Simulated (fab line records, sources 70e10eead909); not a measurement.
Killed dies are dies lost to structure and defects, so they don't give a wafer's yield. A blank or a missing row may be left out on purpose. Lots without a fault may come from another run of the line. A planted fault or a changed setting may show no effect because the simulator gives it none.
Chamber matching | flow nand_harc | NHARC_A_ZERO_WELL_ETCH_13 on rie_si-05: 4 sister chambers
The step etches the open film in HBr/Cl2, target depth 120 nm, time 40.1 s. 15 wafers are shown with their chamber, then 7 later ones without.

WAFERS WITH THEIR CHAMBER
wafer  | chamber | oes_product_au (a.u.) | throttle_valve_pct (%)
L191.4 | 2       | 1.005                 | 26.398
L191.5 | 0       | 0.991                 | 26.406
L191.6 | 1       | 1.010                 | 26.397
L192.3 | 0       | 0.991                 | 26.423
L192.4 | 1       | 0.991                 | 26.403
L192.6 | 0       | 0.994                 | 26.415
L196.3 | 1       | 1.011                 | 26.404
L196.4 | 2       | 1.000                 | 26.419
L196.6 | 0       | 0.992                 | 26.413
L197.2 | 1       | 0.999                 | 26.403
L197.3 | 3       | 0.992                 | 26.406
L197.6 | 1       | 1.018                 | 26.413
L200.4 | 2       | 0.991                 | 26.410
L209.1 | 0       | 0.993                 | 26.414
L209.4 | 1       | 1.012                 | 26.415

SIGNATURES (means of the wafers above)
reading            | chamber 0 | chamber 1 | chamber 2 | chamber 3 | scatter within a chamber
oes_product_au     | 0.99220   | 1.00683   | 0.99867   | 0.99200   | 0.00738
throttle_valve_pct | 26.41420  | 26.40583  | 26.40900  | 26.40600  | 0.0074
Rule: a wafer's distance from a chamber is the root of the sum, over the readings, of the square of ((its reading less the chamber's mean) divided by the reading's scatter). The wafer belongs to the nearest chamber; if the next one is less than 2 further off, it can't be placed. The scatter: the root of (the sum of the squares of (reading less its chamber's mean) over the shown wafers, divided by (wafers less chambers)).

WAFERS WITHOUT THEIR CHAMBER
wafer  | oes_product_au (a.u.) | throttle_valve_pct (%)
L209.6 | 0.996                 | 26.421
L210.3 | 0.999                 | 26.426
L210.4 | 1.001                 | 26.395
L210.5 | 0.999                 | 26.429
L213.4 | 0.995                 | 26.395
L213.5 | 1.005                 | 26.392
L213.6 | 1.000                 | 26.417

WHICH CHAMBER EACH WENT THROUGH
wafer  | from the rows above               | in truth
L209.6 | can't be placed: 0 or 2 or 3 or 1 | 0
L210.3 | can't be placed: 0 or 2 or 3 or 1 | 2
L210.4 | can't be placed: 1 or 2 or 3 or 0 | 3
L210.5 | can't be placed: 0 or 2 or 3 or 1 | 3
L213.4 | can't be placed: 3 or 2 or 1 or 0 | 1
L213.5 | can't be placed: 1 or 2 or 3 or 0 | 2
L213.6 | can't be placed: 2 or 0 or 1 or 3 | 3
Placed correctly: 0 of 7. Can't be placed from these rows: 7 (the true chamber is among the candidates in 7). Placed wrongly: 0.
